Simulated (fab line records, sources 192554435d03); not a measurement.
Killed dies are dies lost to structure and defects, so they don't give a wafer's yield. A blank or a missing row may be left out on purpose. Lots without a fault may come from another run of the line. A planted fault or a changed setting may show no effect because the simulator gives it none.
Split-lot experiment | flow n5_finfet | 7 lots, 21 wafers read, on a route of 1938 steps

THE SPLIT
At N5_PASSIVATION_PASS_ETCH_47 (etches SiNx in CF4/O2, target depth 770 nm, time 385 s), the setting source_w was moved away from the recipe's 535 W on 4 of the 21 wafers read, by +5.7% to +15.1%. The other wafers ran this setting at the recipe's value.

The reading is taken at the split's own step.

THE READING
rf_vpp_V, in V, at N5_PASSIVATION_PASS_ETCH_47 (etches SiNx in CF4/O2, target depth 770 nm, time 385 s). Fault-free wafers of this fab line usually give 241.2 V, standard deviation 2.9 V.

wafer  | tool, chamber at the split | source_w as run, W | against the recipe | rf_vpp_V, V | against lot-mates on the recipe
L075.1 | rie_diel-03, 2             | 535                | recipe             | 240.5       | -
L075.3 | rie_diel-03, 3             | 614.4              | +14.8%             | 222.6       | -17.9
L075.6 | rie_diel-03, 3             | 614.4              | +14.8%             | 223.4       | -17.1
L077.1 | rie_diel-05, 2             | 535                | recipe             | 245.4       | -
L077.2 | rie_diel-05, 3             | 535                | recipe             | 238.1       | -
L077.5 | rie_diel-05, 2             | 535                | recipe             | 246.1       | -
L078.2 | rie_diel-04, 1             | 535                | recipe             | 240.2       | -
L078.3 | rie_diel-04, 0             | 535                | recipe             | 244.4       | -
L078.4 | rie_diel-04, 3             | 565.7              | +5.7%              | 234.4       | -7.9
L081.2 | rie_diel-03, 1             | 535                | recipe             | 236.4       | -
L081.3 | rie_diel-03, 2             | 535                | recipe             | 242.3       | -
L081.5 | rie_diel-03, 0             | 535                | recipe             | 243.4       | -
L090.4 | rie_diel-04, 0             | 535                | recipe             | 244.3       | -
L090.5 | rie_diel-04, 0             | 535                | recipe             | 244.3       | -
L090.6 | rie_diel-04, 1             | 535                | recipe             | 238.9       | -
L091.2 | rie_diel-04, 1             | 535                | recipe             | 239.1       | -
L091.5 | rie_diel-04, 0             | 535                | recipe             | 243.9       | -
L091.6 | rie_diel-04, 1             | 535                | recipe             | 237.1       | -
L092.2 | rie_diel-04, 1             | 615.6              | +15.1%             | 223.4       | -18.9
L092.3 | rie_diel-04, 0             | 535                | recipe             | 244.5       | -
L092.6 | rie_diel-04, 1             | 535                | recipe             | 240.2       | -

THE FIT
A straight line over all 21 wafers: rf_vpp_V changes by -1.25 V for each +1% of source_w; r = -0.92; the points scatter about the line by 2.8 V.
The same after taking each lot's own level away (the mean of its wafers on the recipe; 21 wafers): -1.21 V for each +1%; r = -0.93; scatter 2.6 V.
On that fit, the largest move of source_w shifts the reading by 18 V.
The lots' own levels span 240.03 to 243.20 V, that is 1.1 times the standard deviation above.
So the lot-to-lot level changes the slope little: the two slopes agree.
Check: with one of the wafers moved furthest among these (+15.1%) left out of the fit, the line predicts -18 V for it against its lot-mates. It came out at -18.9 V against them.
Tool readings at the split's step, against how far the setting was moved: rf_vpp_V r = -0.92.

OTHER SPLITS ON THESE WAFERS
These wafers also went through other splits before the reading. Each is held against what the fit with the lots' levels taken away leaves over:
other split on the same wafers    | wafers away from the commonest value | r with rf_vpp_V (lot level and that fit taken away)
N5_BEOL_M13_ILD_DEP_00 time_s     | 2                                    | +0.27
N5_BEOL_M13_COAT_04 spin_rpm      | 5                                    | -0.27
N5_BEOL_M14_TRENCH_ETCH_34 time_s | 4                                    | -0.19
N5_BEOL_M14_SPUTTER_43 time_s     | 5                                    | +0.04
N5_PASSIVATION_EXPOSE_41 dose_mj  | 5                                    | -0.03

THE WHOLE CHAIN: every reading that the file lists as answering this split, in the file's order
step                        | what it does                                           | reading                                                        | change (the file's fit)              | r (the file's)
N5_PASSIVATION_PASS_ETCH_47 | etches SiNx in CF4/O2, target depth 770 nm, time 385 s | rf_vpp_V                                                       | -1.23 V for each +1% of the setting  | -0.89
N5_PASSIVATION_PASS_ETCH_47 | etches SiNx in CF4/O2, target depth 770 nm, time 385 s | etch.depth_nm (the simulator's own value, which no gauge read) | +5.92 nm for each +1% of the setting | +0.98

THE FILE'S OWN FIT
rf_vpp_V changes by -1.23 V for each +1% of source_w, r = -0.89.
